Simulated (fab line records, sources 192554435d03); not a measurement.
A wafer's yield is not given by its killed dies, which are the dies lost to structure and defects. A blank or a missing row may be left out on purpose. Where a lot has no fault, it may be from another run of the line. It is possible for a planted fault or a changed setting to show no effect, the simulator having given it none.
Chamber matching + flow n5-finfet + rie-diel-04 running N5_BEOL_M6_ETCH_66: 4 sister chambers
The step etches SOC in N2/H2, target depth 80 nm, overetch 16 nm, time 120 s. 24 wafers are shown with their chamber, then 12 later ones without.

== WAFERS, EACH WITH ITS CHAMBER ==
| wafer  | chamber | showerhead-plenum-p-Torr (Torr) | drypump-motor-current-A (A) | oes-product-au (a.u.) |
|--------|---------|---------------------------------|-----------------------------|-----------------------|
| L074.1 | 3       | 2.46                            | 5.1                         | 0.63                  |
| L074.3 | 0       | 2.45                            | 6.0                         | 0.60                  |
| L074.4 | 2       | 2.53                            | 6.0                         | 0.55                  |
| L076.4 | 0       | 2.45                            | 5.9                         | 0.59                  |
| L076.5 | 2       | 2.52                            | 6.0                         | 0.55                  |
| L076.6 | 1       | 2.62                            | 5.9                         | 0.72                  |
| L078.1 | 0       | 2.45                            | 6.0                         | 0.59                  |
| L078.2 | 1       | 2.62                            | 5.8                         | 0.71                  |
| L078.3 | 2       | 2.52                            | 6.0                         | 0.54                  |
| L079.2 | 2       | 2.52                            | 6.0                         | 0.54                  |
| L079.4 | 3       | 2.45                            | 5.1                         | 0.62                  |
| L079.5 | 1       | 2.62                            | 5.8                         | 0.69                  |
| L082.1 | 3       | 2.45                            | 5.1                         | 0.62                  |
| L082.3 | 0       | 2.44                            | 6.0                         | 0.58                  |
| L082.4 | 1       | 2.62                            | 5.9                         | 0.69                  |
| L080.1 | 1       | 2.62                            | 5.9                         | 0.69                  |
| L080.4 | 0       | 2.44                            | 6.0                         | 0.59                  |
| L080.5 | 0       | 2.44                            | 6.0                         | 0.59                  |
| L083.3 | 2       | 2.52                            | 6.0                         | 0.53                  |
| L083.5 | 0       | 2.44                            | 5.9                         | 0.58                  |
| L083.6 | 3       | 2.45                            | 5.2                         | 0.62                  |
| L085.2 | 0       | 2.44                            | 6.0                         | 0.59                  |
| L085.4 | 1       | 2.61                            | 5.9                         | 0.67                  |
| L085.6 | 1       | 2.61                            | 5.9                         | 0.68                  |

SIGNATURES (averages over the wafers above)
| reading                  | chamber 0 | chamber 1 | chamber 2 | chamber 3 | scatter within a chamber |
|--------------------------|-----------|-----------|-----------|-----------|--------------------------|
| showerhead-plenum-p-Torr | 2.4438    | 2.6171    | 2.5220    | 2.4525    | 0.00493                  |
| drypump-motor-current-A  | 5.975     | 5.871     | 6.000     | 5.125     | 0.0429                   |
| oes-product-au           | 0.5887    | 0.6929    | 0.5420    | 0.6225    | 0.0109                   |
Rule: for a wafer and a chamber, the distance is found by dividing, reading by reading, the gap between the wafer's reading and the chamber's mean by the reading's scatter, squaring, summing and taking the root. The wafer belongs to the nearest chamber; if the next one is less than 2 further off, it can't be placed. The scatter: take each reading less its chamber's mean, square it, sum over the shown wafers, divide by the number of wafers less the number of chambers, and take the root.

== WAFERS MISSING THEIR CHAMBER ==
| wafer  | showerhead-plenum-p-Torr (Torr) | drypump-motor-current-A (A) | oes-product-au (a.u.) |
|--------|---------------------------------|-----------------------------|-----------------------|
| L090.2 | 2.45                            | 5.2                         | 0.61                  |
| L090.3 | 2.51                            | 6.0                         | 0.53                  |
| L090.5 | 2.44                            | 6.0                         | 0.57                  |
| L093.2 | 2.51                            | 6.0                         | 0.52                  |
| L093.5 | 2.51                            | 6.0                         | 0.53                  |
| L093.6 | 2.44                            | 5.1                         | 0.60                  |
| L094.2 | 2.44                            | 5.2                         | 0.60                  |
| L094.4 | 2.61                            | 5.9                         | 0.65                  |
| L094.5 | 2.44                            | 5.1                         | 0.60                  |
| L097.1 | 2.43                            | 5.9                         | 0.57                  |
| L097.3 | 2.60                            | 5.9                         | 0.65                  |
| L097.4 | 2.51                            | 6.0                         | 0.53                  |

== WHICH CHAMBER EACH ONE RAN IN ==
| wafer  | from the rows above | in truth |
|--------|---------------------|----------|
| L090.2 | 3                   | 3        |
| L090.3 | 2                   | 2        |
| L090.5 | 0                   | 0        |
| L093.2 | 2                   | 2        |
| L093.5 | 2                   | 2        |
| L093.6 | 3                   | 3        |
| L094.2 | 3                   | 3        |
| L094.4 | 1                   | 1        |
| L094.5 | 3                   | 3        |
| L097.1 | 0                   | 0        |
| L097.3 | 1                   | 1        |
| L097.4 | 2                   | 2        |
Correctly placed: 12 of 12. Left unplaced by these rows: 0. 0 placed wrongly.
